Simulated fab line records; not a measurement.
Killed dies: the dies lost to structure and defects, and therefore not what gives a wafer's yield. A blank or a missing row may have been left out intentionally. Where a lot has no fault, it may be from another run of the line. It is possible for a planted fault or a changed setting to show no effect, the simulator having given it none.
Matching of chambers | flow n5Finfet | N5_BEOL_M0_SAQP_HM_OPEN_112 on rieDiel-02: 4 sister chambers
The step chemistry CHF3/O2, target SiO2, stops on a-Si, target depth 12 nm, time 13.5 s. 14 wafers are shown with their chamber, then 7 later ones without.

WAFERS, EACH WITH ITS CHAMBER
wafer  | chamber | drypumpMotorCurrentA (A) | throttleValvePct (%) | showerheadPlenumPTorr (Torr)
L077.2 | 3       | 4.9                      | 19.01                | 2.48
L077.3 | 1       | 5.8                      | 19.31                | 2.39
L077.4 | 2       | 5.0                      | 18.85                | 2.35
L079.1 | 2       | 5.1                      | 18.84                | 2.35
L079.4 | 1       | 5.8                      | 19.32                | 2.39
L079.6 | 3       | 4.9                      | 18.99                | 2.48
L080.3 | 0       | 6.1                      | 18.41                | 2.50
L080.4 | 2       | 5.0                      | 18.85                | 2.35
L080.5 | 2       | 5.1                      | 18.84                | 2.35
L087.1 | 0       | 6.1                      | 18.46                | 2.50
L087.2 | 1       | 5.8                      | 19.36                | 2.38
L087.3 | 3       | 4.9                      | 19.02                | 2.47
L088.2 | 0       | 6.1                      | 18.45                | 2.50
L088.5 | 2       | 5.1                      | 18.87                | 2.34

SIGNATURES (means of the wafers above)
reading               | chamber 0 | chamber 1 | chamber 2 | chamber 3 | scatter within a chamber
drypumpMotorCurrentA  | 6.100     | 5.800     | 5.060     | 4.900     | 0.0346
throttleValvePct      | 18.4400   | 19.3300   | 18.8500   | 19.0067   | 0.0197
showerheadPlenumPTorr | 2.5000    | 2.3867    | 2.3480    | 2.4767    | 0.00462
Rule: a wafer lies at a distance from a chamber equal to the root of the sum of squares, over the readings, of (its reading less the chamber's mean, divided by the reading's scatter). If the next closest chamber is less than 2 further off than the closest, the wafer can't be placed; otherwise it belongs to the closest. The scatter is the square root of a quotient: the sum, over the shown wafers, of each reading's squared deviation from its chamber's mean, divided by wafers minus chambers.

WAFERS WHOSE CHAMBER IS MISSING
wafer  | drypumpMotorCurrentA (A) | throttleValvePct (%) | showerheadPlenumPTorr (Torr)
L088.6 | 4.9                      | 19.03                | 2.47
L090.2 | 5.8                      | 19.35                | 2.38
L090.3 | 5.0                      | 18.86                | 2.34
L090.6 | 4.9                      | 19.06                | 2.47
L094.1 | 6.1                      | 18.46                | 2.49
L094.3 | 5.0                      | 18.88                | 2.34
L094.4 | 4.9                      | 19.06                | 2.47

CHAMBER TAKEN BY EACH
wafer  | from the rows above | in truth
L088.6 | 3                   | 3
L090.2 | 1                   | 1
L090.3 | 2                   | 2
L090.6 | 3                   | 3
L094.1 | 0                   | 0
L094.3 | 2                   | 2
L094.4 | 3                   | 3
Correctly placed: 7 of 7. Number that these rows cannot place: 0. Wrongly placed: 0.
